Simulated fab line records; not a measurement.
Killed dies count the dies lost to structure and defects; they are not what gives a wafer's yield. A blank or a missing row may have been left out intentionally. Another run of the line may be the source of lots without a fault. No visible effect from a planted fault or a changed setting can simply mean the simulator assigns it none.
fab line records	flow nand_harc
record: lots: 6	wafers: 18	last_day: 33
route steps=1302 shown HYBRID_BOND@1238 THIN_TSV@1244 END@1302
lots that met no fault: taken from a fault-free run of the same line
start_h: the number of hours between the record's first day and the start of the first shown wafer of the lot	wait_h: hours since the lot's step before	" unchanged from the row above	L1.1+2: a single row standing in for several wafers	- no value present, or no start provided	* or withheld: withheld	< > ~ a bound
route shown NAME@n: NAME is a module with steps in the file, n the number in the route of the first one	usual: mean and standard deviation over wafers with no fault	same: alike in all rows	chamber/n: place in a boat	sites: per-site readings	_std_site: standard deviation of those values	_edge_site: outer sites' mean less inner sites'	radius_mm: for every site, how far away it sits from the centre of the wafer	mask NAME#n: copy n	behind: the last tool/chamber to shape the wafer	hold: why the lot went on hold/how many hours it stayed there/how the hold came to an end	device: the transistor (n, p or np) that didn't switch	end of line: the same wafers' tests at the end of the route	a step without rows: its recipe alone	killed: dies lost to structure and defects at the first sort, not the wafer's yield	map: per-die view of a wafer (x killed, . not killed, _ where there is no die)
set.NAME: the run value of the setting; set.NAME@STEP: its run value at that earlier step	model.NAME: the simulator's own value behind a step, which no gauge read
certain route steps with their lots: each step a table, each wafer a row
services: the hour from which a tool's chamber was out of use, counted from the record's first day as start_h (under 0 if before that day), plus the number of hours and why
== steps ==
step: NHARC_HYBRID_BOND_PRECLEAN_01
recipe: time_s: 300	temp_c: 23	chemistry: DIW
step: NHARC_HYBRID_BOND_SRD_02
recipe: time_s: 30	temp_c: 23	dry_time_s: 20	spin_rpm: 1500
step: NHARC_HYBRID_BOND_BOND_03
recipe: temp_c: 25
step: NHARC_HYBRID_BOND_ANNEAL_04
recipe: temp_c: 300	time_s: 7200	ramp_up_c_per_min: 5	ramp_down_c_per_min: 3	idle_temp_c: 100	pressure_atm: 1
step: NHARC_HYBRID_BOND_OVL_MEAS_05
usual: overlay_x_nm: 0/31	overlay_y_nm: 1/34
lot.wafer	tool	chamber	start_h	wait_h	overlay_x_nm	overlay_y_nm
L319.3	overlay-02	-	570.24	0.4	-45	51
L319.4	"	-	"	"	38	22
L319.5	"	-	"	"	1	8
L329.1	overlay-01	-	661.06	0.4	25	-24
L329.3	"	-	"	"	-14	13
L329.6	"	-	"	"	36	-29
L330.2	overlay-01	-	675.09	0.4	-15	-80
L330.5	"	-	"	"	32	57
L330.6	"	-	"	"	26	-64
L336.1	overlay-02	-	741.69	0.4	1	19
L336.2	"	-	"	"	-18	17
L336.3	"	-	"	"	-38	51
L338.2	overlay-02	-	760.05	0.4	6	4
L338.4	"	-	"	"	-37	-18
L338.5	"	-	"	"	-3	18
L339.2	overlay-02	-	777.41	0.4	-30	-10
L339.3	"	-	"	"	69	-3
L339.5	"	-	"	"	46	-2
step: NHARC_HYBRID_BOND_INSPECT_06
recipe: inspect_instrument: ir_void
usual: raw_defect_count: 91/39
lot.wafer	tool	chamber	start_h	wait_h	raw_defect_count
L319.3	defect_inspect-02	-	570.30	0.1	133
L319.4	"	-	"	"	102
L319.5	"	-	"	"	98
L329.1	defect_inspect-02	-	661.11	0.0	129
L329.3	"	-	"	"	132
L329.6	"	-	"	"	160
L330.2	defect_inspect-02	-	675.14	0.1	25
L330.5	"	-	"	"	31
L330.6	"	-	"	"	26
L336.1	defect_inspect-01	-	741.74	0.0	143
L336.2	"	-	"	"	140
L336.3	"	-	"	"	114
L338.2	defect_inspect-01	-	760.10	0.1	70
L338.4	"	-	"	"	57
L338.5	"	-	"	"	68
L339.2	defect_inspect-01	-	777.46	0.1	117
L339.3	"	-	"	"	112
L339.5	"	-	"	"	94
step: NHARC_THIN_TSV_GRIND_00
recipe: target_thk_um: 6
step: NHARC_THIN_TSV_CMP_01
recipe: target_thk_um: 3
step: NHARC_THIN_TSV_THK_MEAS_02
recipe: thk_meas_gauge: ir
usual: thk_nm: 3035/220
lot.wafer	tool	chamber	start_h	wait_h	thk_nm
L319.3	film_metro-02	-	571.94	0.2	2983
L319.4	"	-	"	"	3098
L319.5	"	-	"	"	3097
L329.1	film_metro-02	-	662.74	-	3200
L329.3	"	-	"	"	3208
L329.6	"	-	"	"	3176
L330.2	film_metro-02	-	676.77	-	3022
L330.5	"	-	"	"	2875
L330.6	"	-	"	"	2946
L336.1	film_metro-02	-	745.50	-	3499
L336.2	"	-	"	"	3181
L336.3	"	-	"	"	3300
L338.2	film_metro-02	-	761.72	-	2810
L338.4	"	-	"	"	2999
L338.5	"	-	"	"	2929
L339.2	film_metro-02	-	779.10	-	3131
L339.3	"	-	"	"	3128
L339.5	"	-	"	"	3322
step: NHARC_THIN_TSV_SRD_03
step: NHARC_THIN_TSV_PRECLEAN_41
recipe: time_s: *	temp_c: 50	bath_age_min: 0	chemistry: SC1
step: NHARC_THIN_TSV_SRD_42
step: NHARC_THIN_TSV_DEP_43
recipe: target_thk_a: 13285	temp_c: withheld	pressure_torr: 6.5	rf_w: 900	teos_flow_sccm: 161.4	flow_sccm: 2650	target_thk_nm: 1328.5	gas: O2	material: SiO2
usual: throttle_valve_pct: 15.8/0.53
lot.wafer	tool	chamber	start_h	wait_h	throttle_valve_pct
L319.3	pecvd-04	2	572.21	-	15.5
L319.4	"	2	"	"	15.5
L319.5	"	0	"	"	15.1
L329.3	pecvd-04	2	662.96	-	15.8
L329.1	"	1	"	"	15.7
L329.6	"	0	"	"	15.2
L330.2	pecvd-04	0	677.07	-	15.1
L330.5	"	1	"	"	15.9
L330.6	"	0	"	"	15.4
L336.3	pecvd-04	0	745.72	-	15.3
L336.1	"	1	"	"	15.6
L336.2	"	2	"	"	16.0
L338.2	pecvd-02	0	761.94	-	16.3
L338.5	"	0	"	"	16.3
L338.4	"	1	"	"	16.5
L339.3	pecvd-04	0	779.32	-	15.4
L339.2	"	2	"	"	16.1
L339.5	"	0	"	"	15.2
step: NHARC_THIN_TSV_DEHYDRATE_04
recipe: temp_c: 150	time_s: 120
step: NHARC_THIN_TSV_HMDS_05
recipe: time_s: 30
step: NHARC_THIN_TSV_COAT_06
recipe: spin_rpm: *
step: NHARC_THIN_TSV_SOFTBAKE_07
recipe: temp_c: 122	time_s: 95
step: NHARC_THIN_TSV_EBR_08
step: NHARC_THIN_TSV_EXPOSE_09
recipe: na: 0.55	dose_mj: 30.7	mask_id: TSV
step: NHARC_THIN_TSV_PEB_10
recipe: peb_temp_c: 118	peb_time_s: 85
step: NHARC_THIN_TSV_DEVELOP_11
recipe: time_s: 70
step: NHARC_THIN_TSV_CD_MEAS_12
recipe: target_cd_nm: 1000	landing_energy_ev: 500
usual: cd_nm: 999.0/1.8
lot.wafer	tool	chamber	start_h	wait_h	cd_nm
L319.3	cd_sem-01	0	572.88	-	999.3
L319.4	"	0	"	"	1000.3
L319.5	"	0	"	"	999.7
L329.1	cd_sem-03	0	663.67	-	998.6
L329.3	"	0	"	"	999.6
L329.6	"	0	"	"	1000.0
L330.2	cd_sem-03	0	677.97	-	995.1
L330.5	"	0	"	"	996.6
L330.6	"	0	"	"	995.5
L336.1	cd_sem-03	0	746.56	-	997.2
L336.2	"	0	"	"	999.8
L336.3	"	0	"	"	998.8
L338.2	cd_sem-02	0	762.77	-	997.7
L338.4	"	0	"	"	997.8
L338.5	"	0	"	"	1002.1
L339.2	cd_sem-02	0	780.03	-	998.8
L339.3	"	0	"	"	998.4
L339.5	"	0	"	"	995.6
step: NHARC_THIN_TSV_HARDBAKE_13
recipe: temp_c: 125	time_s: 80
step: NHARC_THIN_TSV_DESCUM_14
recipe: time_s: 3	o2_flow_sccm: 200	ar_flow_sccm: 0	bias_power_w: 0	chemistry: O2
usual: drypump_motor_current_A: 5.67/0.24	o2_flow_sccm: 200.0/0.58	oes_product_au: 0.999/0.011	rf_vpp_V: 57.9/0.84	showerhead_plenum_p_Torr: 1.94/0.083	throttle_valve_pct: 11.312/0.0094
lot.wafer	tool	chamber	start_h	wait_h	drypump_motor_current_A	o2_flow_sccm	oes_product_au	rf_hours_counter_h	rf_vpp_V	showerhead_plenum_p_Torr	throttle_valve_pct
L319.4	rie_diel-01	1	573.04	-	5.23	199.9	0.991	0.5	58.2	1.88	11.315
L319.3	"	2	"	"	5.48	200.5	0.999	0.5	57.1	1.93	11.313
L319.5	"	1	"	"	5.22	201.1	0.989	-	56.4	1.88	11.320
L329.1	rie_diel-03	1	663.84	-	5.78	199.4	1.011	1.5	58.1	2.04	11.327
L329.3	"	3	"	"	6.16	200.0	1.015	1.5	57.5	2.04	11.314
L329.6	"	1	"	"	5.80	201.1	1.014	-	56.4	2.04	11.314
L330.2	rie_diel-06	3	678.15	-	5.42	200.3	1.003	0.1	57.6	1.88	11.315
L330.5	"	0	"	"	5.52	200.7	0.989	-	57.8	1.84	11.300
L330.6	"	1	"	"	5.84	200.6	0.999	-	58.1	2.03	11.325
L336.2	rie_diel-01	0	746.72	-	5.80	200.9	0.972	0	57.7	2.02	11.313
L336.3	"	1	"	"	5.21	199.7	0.989	0	57.7	1.87	11.307
L336.1	"	2	"	"	5.49	199.3	1.003	0	58.4	1.93	11.315
L338.4	rie_diel-06	0	762.92	-	5.54	200.0	0.994	3.5	58.1	1.84	11.318
L338.2	"	2	"	"	5.80	199.1	0.997	3.6	58.8	1.95	11.315
L338.5	"	0	"	"	5.51	200.6	0.996	-	57.8	1.84	11.310
L339.3	rie_diel-06	3	780.19	-	5.40	199.9	1.003	3.7	57.2	1.88	11.309
L339.2	"	0	"	"	5.53	199.7	0.992	4.3	56.7	1.84	11.307
L339.5	"	3	"	"	5.40	199.8	1.007	-	58.3	1.88	11.316
step: NHARC_THIN_TSV_ETCH_44
recipe: target_depth_a: 15942	time_s: 797.1	cf4_flow_sccm: 150	o2_flow_sccm: 10	ar_flow_sccm: 0	rf_w: 300	bias_w: 800	chemistry: CF4/O2
usual: drypump_motor_current_A: 5.67/0.23	o2_flow_sccm: 10.001/0.029	oes_product_au: 1.000/0.011	rf_vpp_V: 795/4.7	showerhead_plenum_p_Torr: 1.85/0.073	throttle_valve_pct: 16.916/0.0087
lot.wafer	tool	chamber	start_h	wait_h	drypump_motor_current_A	o2_flow_sccm	oes_product_au	rf_hours_counter_h	rf_vpp_V	showerhead_plenum_p_Torr	throttle_valve_pct
L319.3	rie_diel-01	3	573.12	0.1	5.86	9.979	0.990	0.5	790	1.77	16.918
L319.4	"	1	"	"	5.21	9.984	0.993	0.6	793	1.80	16.944
L319.5	"	0	"	"	5.83	9.993	0.994	-	802	1.93	16.910
L329.1	rie_diel-03	0	663.98	0.1	5.69	10.017	0.986	1.7	791	1.76	16.910
L329.3	"	1	"	"	5.79	10.022	1.004	1.6	802	1.95	16.909
L329.6	"	3	"	"	6.17	10.014	1.023	-	802	1.95	16.918
L330.2	rie_diel-06	1	678.27	0.1	5.83	10.016	0.997	0.1	801	1.94	16.918
L330.6	"	0	"	"	5.55	10.018	0.986	-	791	1.76	16.910
L330.5	"	1	"	"	5.84	10.013	0.999	-	801	1.94	16.911
L336.3	rie_diel-01	3	746.81	0.1	5.87	10.028	1.004	0.1	789	1.77	16.929
L336.1	"	0	"	"	5.80	10.027	0.984	0.1	802	1.93	16.923
L336.2	"	1	"	"	5.20	9.970	0.992	0.1	792	1.80	16.926
L338.4	rie_diel-06	0	763.01	0.1	5.52	9.989	0.986	3.6	791	1.76	16.925
L338.2	"	1	"	"	5.85	10.017	1.000	3.9	800	1.94	16.915
L338.5	"	1	"	"	5.85	10.013	1.007	-	801	1.94	16.912
L339.3	rie_diel-06	1	780.39	0.2	5.82	9.979	0.989	4.5	800	1.94	16.916
L339.2	"	2	"	"	5.81	9.977	0.986	4.3	797	1.87	16.921
L339.5	"	3	"	"	5.41	9.979	0.984	-	791	1.80	16.905
step: NHARC_THIN_TSV_ETCH_15
recipe: target_depth_a: 30000	bosch_target_overetch_cycles: 2	bosch_etch_step_s: 2.8	bosch_dep_step_s: 1.2	bosch_cycles: 14
step: NHARC_THIN_TSV_CD_MEAS_16
usual: cd_nm: 999.0/2
lot.wafer	tool	chamber	start_h	wait_h	cd_nm
L319.3	cd_sem-02	-	573.84	0.1	999.4
L319.4	"	-	"	"	1000.0
L319.5	"	-	"	"	999.2
L329.1	cd_sem-02	-	664.66	0.1	999.0
L329.3	"	-	"	"	998.7
L329.6	"	-	"	"	1000.1
L330.2	cd_sem-01	-	678.94	0.1	996.8
L330.5	"	-	"	"	996.0
L330.6	"	-	"	"	994.7
L336.1	cd_sem-01	-	747.52	0.1	997.5
L336.2	"	-	"	"	1000.1
L336.3	"	-	"	"	999.9
L338.2	cd_sem-03	-	763.72	0.1	997.6
L338.4	"	-	"	"	996.3
L338.5	"	-	"	"	1001.8
L339.2	cd_sem-02	-	780.99	0.1	998.7
L339.3	"	-	"	"	999.0
L339.5	"	-	"	"	995.5
step: NHARC_THIN_TSV_STRIP_45
recipe: power_w: 1500	temp_c: 250	chemistry: O2
usual: drypump_motor_current_A: 6.2/0.55	heater_power_w: 363/35	temp_c: 250.00/0.18
lot.wafer	tool	chamber	start_h	wait_h	drypump_motor_current_A	heater_power_w	rf_hours_counter_h	temp_c
L319.4	plasma_asher-02	0	574.00	0.2	5.1	357	-	249.66
L319.3	"	1	"	"	6.3	300	-	249.74
L319.5	"	0	"	"	5.1	350	-	249.90
L329.1	plasma_asher-01	1	664.78	0.1	6.4	400	27	249.94
L329.3	"	0	"	"	6.7	370	-	250.14
L329.6	"	0	"	"	6.7	370	-	250.20
L330.2	plasma_asher-01	0	679.01	0.1	6.6	375	29	250.17
L330.5	"	0	"	"	6.7	372	-	249.85
L330.6	"	1	"	"	6.4	396	-	249.89
L336.1	plasma_asher-01	0	747.59	0.1	6.7	352	7	249.84
L336.2	"	1	"	"	6.4	398	7	249.96
L336.3	"	1	"	"	6.4	407	-	249.87
L338.2	plasma_asher-01	0	763.84	0.1	6.6	358	11	249.97
L338.4	"	0	"	"	6.6	350	-	249.95
L338.5	"	1	"	"	6.4	384	-	250.00
L339.2	plasma_asher-01	0	781.08	0.1	6.7	354	16	250.02
L339.3	"	1	"	"	6.4	398	-	250.42
L339.5	"	1	"	"	6.4	392	-	250.05
step: NHARC_THIN_TSV_STRIP_46
recipe: time_s: 1200	temp_c: 72.5	chemistry: post_etch_residue_remover
step: NHARC_THIN_TSV_DEP_47
recipe: target_thk_a: 2000	temp_c: withheld	pressure_torr: 6.5	rf_w: 900	teos_flow_sccm: 161.4	flow_sccm: 2650	target_thk_nm: 200	gas: O2	material: SiO2
step: NHARC_THIN_TSV_ETCHBACK_48
recipe: target_depth_a: 10285	over_etch_frac: 0.3	time_s: 405.17	ion_energy_ev: 250	c4f8_flow_sccm: withheld	ar_flow_sccm: withheld	rf_w: 600	bias_w: 300	chemistry: C4F8/Ar
step: NHARC_THIN_TSV_STRIP_62
recipe: power_w: 1500	temp_c: 250	time_s: 20	chemistry: N2/H2
step: NHARC_THIN_TSV_DEGAS_49
recipe: temp_c: 300	time_s: 120
step: NHARC_THIN_TSV_PRE_CLEAN_50
recipe: time_s: 30	temp_c: 280	gas: H2/He
step: NHARC_THIN_TSV_PVD_19
recipe: target_thk_a: 200	chamber_pressure_pa: 5	material: TaN
usual: throttle_valve_pct: 30.7/1.1
lot.wafer	tool	chamber	start_h	wait_h	throttle_valve_pct
L319.4	pvd_sputter-02	-	-	-	31.9
L319.3	"	-	"	"	32.2
L319.5	"	-	"	"	29.8
L329.1	pvd_sputter-02	-	-	-	29.5
L329.3	"	-	"	"	32.1
L329.6	"	-	"	"	29.5
L330.2	pvd_sputter-02	-	-	-	31.8
L330.6	"	-	"	"	31.9
L330.5	"	-	"	"	31.3
L336.1	pvd_sputter-02	-	-	-	32.0
L336.2	"	-	"	"	31.3
L336.3	"	-	"	"	29.6
L338.4	pvd_sputter-01	-	-	-	31.4
L338.2	"	-	"	"	28.7
L338.5	"	-	"	"	30.5
L339.3	pvd_sputter-03	-	-	-	28.9
L339.2	"	-	"	"	30.7
L339.5	"	-	"	"	28.8
step: NHARC_THIN_TSV_PVD_51
recipe: target_thk_a: 1000	chamber_pressure_pa: 5	material: Cu
step: NHARC_THIN_TSV_ECD_20
recipe: target_thk_a: 20000	material: Cu
step: NHARC_THIN_TSV_ANNEAL_52
recipe: temp_c: 225	time_s: 90
step: NHARC_THIN_TSV_CMP_21
recipe: t_overpolish_s: 30	target_thk_nm: 2000
usual: motor_current_A: 11.8/1.1	overpolish_run_s: 30.001/0.0086	retaining_ring_pressure_frac: 1.000/0.005
lot.wafer	tool	chamber	start_h	wait_h	motor_current_A	overpolish_run_s	retaining_ring_pressure_frac
L319.4	cmp-01	3	577.19	-	11.0	30.005	0.999
L319.3	"	0	"	"	12.6	30.004	1.002
L319.5	"	3	"	"	10.5	29.989	1.004
L329.1	cmp-01	0	668.01	-	12.6	29.998	0.993
L329.3	"	2	"	"	12.1	29.993	1.001
L329.6	"	0	"	"	12.9	29.988	0.999
L330.2	cmp-03	1	682.26	-	10.9	30.008	0.991
L330.5	"	1	"	"	10.3	29.997	0.993
L330.6	"	2	"	"	12.0	30.019	1.003
L336.1	cmp-01	3	750.87	-	10.5	30.008	1.000
L336.2	"	0	"	"	13.6	30.001	1.002
L336.3	"	1	"	"	12.5	30.007	1.002
L338.2	cmp-04	0	767.10	-	11.7	29.994	1.001
L338.4	"	2	"	"	10.4	29.997	0.995
L338.5	"	1	"	"	13.1	30.001	1.005
L339.2	cmp-03	2	784.86	-	11.5	29.987	1.000
L339.3	"	3	"	"	10.7	30.006	1.010
L339.5	"	1	"	"	11.1	29.994	1.000
step: NHARC_THIN_TSV_SRD_23
step: NHARC_THIN_TSV_DEGAS_53
recipe: temp_c: 300	time_s: 60
step: NHARC_END_SORT_01
recipe: temp_c: 25
usual: defect_limited_yield: 90.6/2.9	killed_at_array: 59/20	killed_at_other: 0.8/1.2	killed_at_periphery: 3.5/2.2	killed_dies: 63/20	killed_open: 3.3/1.8	killed_short: 2.6/1.7
same: gross_dies: 677
lot.wafer	tool	chamber	start_h	wait_h	defect_limited_yield[%]	killed_at_array	killed_at_other	killed_at_periphery	killed_dies	killed_open	killed_short
L329.1	prober-01	0	678.59	2.5	0	86	590	1	677	2	5
L329.3	prober-01	0	680.19	3.1	87.6	80	0	4	84	4	1
L329.6	prober-01	0	682.58	4.0	85.2	95	1	4	100	7	1
L330.5	prober-01	0	696.34	3.7	0	31	644	2	677	5	2
L330.6	prober-01	0	697.14	4.0	94.1	32	5	3	40	7	4
L336.1	prober-01	0	761.55	2.5	90.5	56	3	5	64	2	0
L336.2	prober-01	0	762.34	2.8	89.4	64	2	6	72	5	1
L336.3	prober-01	0	763.14	3.1	89.5	68	1	2	71	1	2
L338.2	prober-01	0	778.61	2.8	91.9	50	0	5	55	2	2
L338.4	prober-01	0	780.22	3.4	92.5	50	0	1	51	1	2
L338.5	prober-01	0	781.02	3.7	92.0	49	0	5	54	2	5
L339.2	prober-02	0	797.29	2.8	88.0	74	1	6	81	5	3
L339.3	prober-02	0	798.09	3.1	87.9	79	1	2	82	5	4
L339.5	prober-02	0	799.69	3.7	90.3	61	0	5	66	0	2
killed by level:class
L329.1 THIN_TSV:area_dep=588 A_CHANNEL_HOLE_D1:chamber_film_flake=31 A_SLIT:chamber_film_flake=28 A_CHANNEL_HOLE_D2:chamber_film_flake=15 A_CONTACT:chamber_film_flake=4 A_STAIRCASE:chamber_film_flake=2 THIN_TSV:chamber_film_flake=2 P_GATE:geometric_particle:open=1
L329.3 A_SLIT:chamber_film_flake=26 A_CHANNEL_HOLE_D1:chamber_film_flake=24 A_CHANNEL_HOLE_D2:chamber_film_flake=17 A_CONTACT:chamber_film_flake=7 A_STAIRCASE:chamber_film_flake=3 P_M0:geometric_particle:open=2 P_M1:geometric_particle:open=1 A_CHANNEL_FILL_D1:geometric_particle:short=1
L329.6 A_SLIT:chamber_film_flake=30 A_CHANNEL_HOLE_D1:chamber_film_flake=26 A_CHANNEL_HOLE_D2:chamber_film_flake=22 A_CONTACT:chamber_film_flake=7 A_STAIRCASE:chamber_film_flake=3 A_WL_FILL:chamber_film_flake=2 P_GATE:geometric_particle:open=1 P_CONTACT:geometric_particle:open=1
L330.5 THIN_TSV:area_dep=639 A_CHANNEL_HOLE_D1:chamber_film_flake=10 A_CONTACT:chamber_film_flake=5 A_SGD_CUT:chamber_film_flake=4 THIN_TSV:chamber_film_flake=4 A_CHANNEL_FILL_D2:chamber_film_flake=2 A_SLIT:chamber_film_flake=2 A_SOURCE_PLATE:geometric_particle:open=1
L330.6 A_CONTACT:chamber_film_flake=6 A_CHANNEL_HOLE_D1:chamber_film_flake=5 A_SGD_CUT:chamber_film_flake=5 THIN_TSV:chamber_film_flake=5 A_SLIT:chamber_film_flake=3 A_BLC:geometric_particle:open=2 A_WL_FILL:chamber_film_flake=2 P_M1:geometric_particle:open=1
L336.1 A_CHANNEL_HOLE_D2:chamber_film_flake=23 A_SLIT:chamber_film_flake=16 A_CHANNEL_HOLE_D1:chamber_film_flake=11 P_STI:chamber_film_flake=2 P_GATE:chamber_film_flake=2 A_STAIRCASE:chamber_film_flake=2 A_CONTACT:chamber_film_flake=2 THIN_TSV:chamber_film_flake=2
L336.2 A_SLIT:chamber_film_flake=27 A_CHANNEL_HOLE_D2:chamber_film_flake=21 A_CHANNEL_HOLE_D1:chamber_film_flake=7 A_STAIRCASE:chamber_film_flake=4 P_GATE:chamber_film_flake=3 A_CHANNEL_FILL_D1:geometric_particle:open=2 HYBRID_BOND:chamber_film_flake=2 P_M1:geometric_particle:short=1
L336.3 A_CHANNEL_HOLE_D2:chamber_film_flake=27 A_SLIT:chamber_film_flake=23 A_CHANNEL_HOLE_D1:chamber_film_flake=8 A_STAIRCASE:chamber_film_flake=5 P_GATE:chamber_film_flake=2 A_CHANNEL_FILL_D2:chamber_film_flake=2 A_CHANNEL_FILL_D2:geometric_particle:open=1 A_CHANNEL_FILL_D2:geometric_particle:short=1
L338.2 A_SLIT:chamber_film_flake=34 P_BONDPAD:chamber_film_flake=4 A_CHANNEL_HOLE_D1:unspecified=3 A_CONTACT:chamber_film_flake=3 A_CHANNEL_FILL_D2:chamber_film_flake=2 P_M2:geometric_particle:open=1 A_ONON_D1:geometric_particle:short=1 A_CHANNEL_FILL_D1:geometric_particle:short=1
L338.4 A_SLIT:chamber_film_flake=34 A_CONTACT:chamber_film_flake=5 A_STAIRCASE:chamber_film_flake=3 A_CHANNEL_HOLE_D1:unspecified=2 A_CHANNEL_FILL_D2:chamber_film_flake=2 A_SOURCE_PLATE:geometric_particle:open=1 A_ONON_D1:geometric_particle:short=1 A_CHANNEL_FILL_D2:geometric_particle:short=1
L338.5 A_SLIT:chamber_film_flake=32 A_STAIRCASE:chamber_film_flake=4 A_CONTACT:chamber_film_flake=4 P_BONDPAD:chamber_film_flake=2 A_CHANNEL_HOLE_D1:unspecified=2 P_GATE:geometric_particle:short=1 P_CONTACT:geometric_particle:open=1 P_CONTACT:geometric_particle:short=1
L339.2 A_SLIT:chamber_film_flake=39 A_CHANNEL_HOLE_D1:chamber_film_flake=14 A_CONTACT:chamber_film_flake=11 P_STI:chamber_film_flake=2 P_BONDPAD:chamber_film_flake=2 A_ZERO_WELL:chamber_film_flake=2 P_CONTACT:geometric_particle:open=1 P_M0:geometric_particle:open=1
L339.3 A_SLIT:chamber_film_flake=33 A_CHANNEL_HOLE_D1:chamber_film_flake=16 A_CONTACT:chamber_film_flake=16 A_ONON_D1:geometric_particle:short=2 A_ONON_D1:geometric_particle:open=2 P_BONDPAD:chamber_film_flake=2 A_CHANNEL_FILL_D1:geometric_particle:open=1 A_DECK1_JOINT:geometric_particle:short=1
L339.5 A_SLIT:chamber_film_flake=33 A_CHANNEL_HOLE_D1:chamber_film_flake=12 A_CONTACT:chamber_film_flake=7 P_BONDPAD:chamber_film_flake=3 A_ZERO_WELL:chamber_film_flake=2 A_CHANNEL_HOLE_D2:chamber_film_flake=2 A_WL_FILL:chamber_film_flake=2 A_DECK1_JOINT:geometric_particle:short=1
map L329.1 (x killed, . not)
____________x____________
_________xxxxxxx_________
_______xxxxxxxxxxx_______
______xxxxxxxxxxxxx______
_____xxxxxxxxxxxxxxx_____
____xxxxxxxxxxxxxxxxx____
____xxxxxxxxxxxxxxxxx____
___xxxxxxxxxxxxxxxxxxx___
___xxxxxxxxxxxxxxxxxxx___
__xxxxxxxxxxxxxxxxxxxxx__
__xxxxxxxxxxxxxxxxxxxxx__
_xxxxxxxxxxxxxxxxxxxxxxx_
_xxxxxxxxxxxxxxxxxxxxxxx_
_xxxxxxxxxxxxxxxxxxxxxxx_
_xxxxxxxxxxxxxxxxxxxxxxx_
_xxxxxxxxxxxxxxxxxxxxxxx_
xxxxxxxxxxxxxxxxxxxxxxxxx
xxxxxxxxxxxxxxxxxxxxxxxxx
xxxxxxxxxxxxxxxxxxxxxxxxx
xxxxxxxxxxxxxxxxxxxxxxxxx
xxxxxxxxxxxxxxxxxxxxxxxxx
_xxxxxxxxxxxxxxxxxxxxxxx_
_xxxxxxxxxxxxxxxxxxxxxxx_
_xxxxxxxxxxxxxxxxxxxxxxx_
_xxxxxxxxxxxxxxxxxxxxxxx_
_xxxxxxxxxxxxxxxxxxxxxxx_
__xxxxxxxxxxxxxxxxxxxxx__
__xxxxxxxxxxxxxxxxxxxxx__
___xxxxxxxxxxxxxxxxxxx___
___xxxxxxxxxxxxxxxxxxx___
____xxxxxxxxxxxxxxxxx____
____xxxxxxxxxxxxxxxxx____
_____xxxxxxxxxxxxxxx_____
______xxxxxxxxxxxxx______
_______xxxxxxxxxxx_______
_________xxxxxxx_________
____________x____________
map L330.5 (x killed, . not)
____________x____________
_________xxxxxxx_________
_______xxxxxxxxxxx_______
______xxxxxxxxxxxxx______
_____xxxxxxxxxxxxxxx_____
____xxxxxxxxxxxxxxxxx____
____xxxxxxxxxxxxxxxxx____
___xxxxxxxxxxxxxxxxxxx___
___xxxxxxxxxxxxxxxxxxx___
__xxxxxxxxxxxxxxxxxxxxx__
__xxxxxxxxxxxxxxxxxxxxx__
_xxxxxxxxxxxxxxxxxxxxxxx_
_xxxxxxxxxxxxxxxxxxxxxxx_
_xxxxxxxxxxxxxxxxxxxxxxx_
_xxxxxxxxxxxxxxxxxxxxxxx_
_xxxxxxxxxxxxxxxxxxxxxxx_
xxxxxxxxxxxxxxxxxxxxxxxxx
xxxxxxxxxxxxxxxxxxxxxxxxx
xxxxxxxxxxxxxxxxxxxxxxxxx
xxxxxxxxxxxxxxxxxxxxxxxxx
xxxxxxxxxxxxxxxxxxxxxxxxx
_xxxxxxxxxxxxxxxxxxxxxxx_
_xxxxxxxxxxxxxxxxxxxxxxx_
_xxxxxxxxxxxxxxxxxxxxxxx_
_xxxxxxxxxxxxxxxxxxxxxxx_
_xxxxxxxxxxxxxxxxxxxxxxx_
__xxxxxxxxxxxxxxxxxxxxx__
__xxxxxxxxxxxxxxxxxxxxx__
___xxxxxxxxxxxxxxxxxxx___
___xxxxxxxxxxxxxxxxxxx___
____xxxxxxxxxxxxxxxxx____
____xxxxxxxxxxxxxxxxx____
_____xxxxxxxxxxxxxxx_____
______xxxxxxxxxxxxx______
_______xxxxxxxxxxx_______
_________xxxxxxx_________
____________x____________
== services ==
tool	chamber	start_h	hours	kind
pecvd-04	1	555.40	11.6	repair
rie_diel-01	-	557.80	9.0	pm
rie_diel-06	2	573.13	8.4	repair
cmp-01	-	577.50	4.0	pm
rie_diel-03	2	584.97	7.5	repair
cmp-03	-	590.36	4.0	pm
cmp-03	-	594.60	1.3	repair
cmp-01	-	604.26	6.3	repair
cmp-01	-	625.15	2.0	repair
pecvd-04	-	631.16	13.0	pm
pvd_sputter-02	-	639.67	10.0	pm
rie_diel-06	-	661.30	9.0	pm
pecvd-04	2	671.85	6.7	repair
cmp-01	-	675.50	4.0	pm
pecvd-04	-	679.85	2.4	repair
cmp-01	-	681.67	3.6	repair
plasma_asher-01	-	696.20	9.0	pm
rie_diel-01	1	714.76	2.4	repair
rie_diel-01	-	734.93	9.0	pm
pecvd-04	-	748.95	2.9	repair
rie_diel-06	3	755.13	4.3	repair
rie_diel-06	1	768.05	4.7	repair
pvd_sputter-02	-	768.80	4.0	repair
cmp-01	-	773.50	4.0	pm
== key ==
first_sign: step: NHARC_END_SORT_01	reading: killed_at_other	direction: up	sigmas: 99+	usual: 0.8	struck: 617
effect: step: NHARC_END_SORT_01	reading: defect_limited_yield	direction: down	sigmas: 31	usual: 90.6	struck: 0
more_kills_born_at: NHARC_THIN_TSV_DEP_43@pecvd-04: 1227
met_at NHARC_THIN_TSV_DEP_43
struck_wafers L329.1,L330.5
later_rows_left_out L329.1,L330.5
fault: kind: process_parameter_drift	tool: pecvd-04	chamber: 1	onset_h: 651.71	steps: NHARC_THIN_TSV_DEP_43	channel: target_thk_nm	offset: 1027.6	shape: step	end_h: 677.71	acts_in: these_recipes_only	stated: 1328.5
later_rows_left_out: the simulator's readings of these wafers behind a module that went badly wrong aren't trusted and aren't shown, but for the sort
